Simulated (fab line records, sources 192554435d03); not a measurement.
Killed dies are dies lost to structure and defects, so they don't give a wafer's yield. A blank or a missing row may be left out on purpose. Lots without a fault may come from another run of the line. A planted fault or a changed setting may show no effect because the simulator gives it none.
Chamber matching | flow n5_finfet | N5_BEOL_M2_DEP_57 on pecvd-02: 3 sister chambers
The step deposits SiCN from 3MS/NH3, target thk 8 nm, time 14 s. 6 wafers are shown with their chamber, then 12 later ones without.

WAFERS WITH THEIR CHAMBER
wafer  | chamber | showerhead_plenum_p_Torr (Torr) | throttle_valve_pct (%)
L081.6 | 1       | 3.660                           | 9.5
L089.2 | 1       | 3.655                           | 9.6
L089.6 | 0       | 3.684                           | 8.6
L090.3 | 2       | 3.676                           | 8.5
L090.4 | 0       | 3.683                           | 9.1
L090.5 | 2       | 3.679                           | 8.5

WAFERS WITHOUT THEIR CHAMBER
wafer  | showerhead_plenum_p_Torr (Torr) | throttle_valve_pct (%)
L092.1 | 3.685                           | 8.7
L092.2 | 3.649                           | 9.7
L092.5 | 3.680                           | 8.4
L093.1 | 3.689                           | 8.7
L093.2 | 3.656                           | 9.5
L093.5 | 3.687                           | 8.6
L094.1 | 3.671                           | 8.4
L094.2 | 3.660                           | 9.8
L094.4 | 3.687                           | 8.5
L095.1 | 3.686                           | 8.6
L095.3 | 3.683                           | 8.2
L095.6 | 3.658                           | 9.7

WHICH CHAMBER EACH WENT THROUGH
wafer  | from the rows above     | in truth
L092.1 | 0                       | 0
L092.2 | 1                       | 1
L092.5 | can't be placed: 2 or 0 | 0
L093.1 | 0                       | 0
L093.2 | 1                       | 1
L093.5 | 0                       | 0
L094.1 | 2                       | 2
L094.2 | 1                       | 1
L094.4 | can't be placed: 0 or 2 | 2
L095.1 | can't be placed: 0 or 2 | 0
L095.3 | can't be placed: 2 or 0 | 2
L095.6 | 1                       | 1
Placed correctly: 8 of 12. Can't be placed from these rows: 4 (the true chamber is among the candidates in 4). Placed wrongly: 0.
How it was worked out, from the rows above alone: a wafer's distance from a chamber is the root of the sum, over the readings, of the square of ((its reading less the chamber's mean) divided by the reading's scatter). The wafer belongs to the nearest chamber; if the next one is less than 2 further off, it can't be placed. A chamber's mean is the mean of its shown wafers. The scatter: the root of (the sum of the squares of (reading less its chamber's mean) over the shown wafers, divided by (wafers less chambers)).
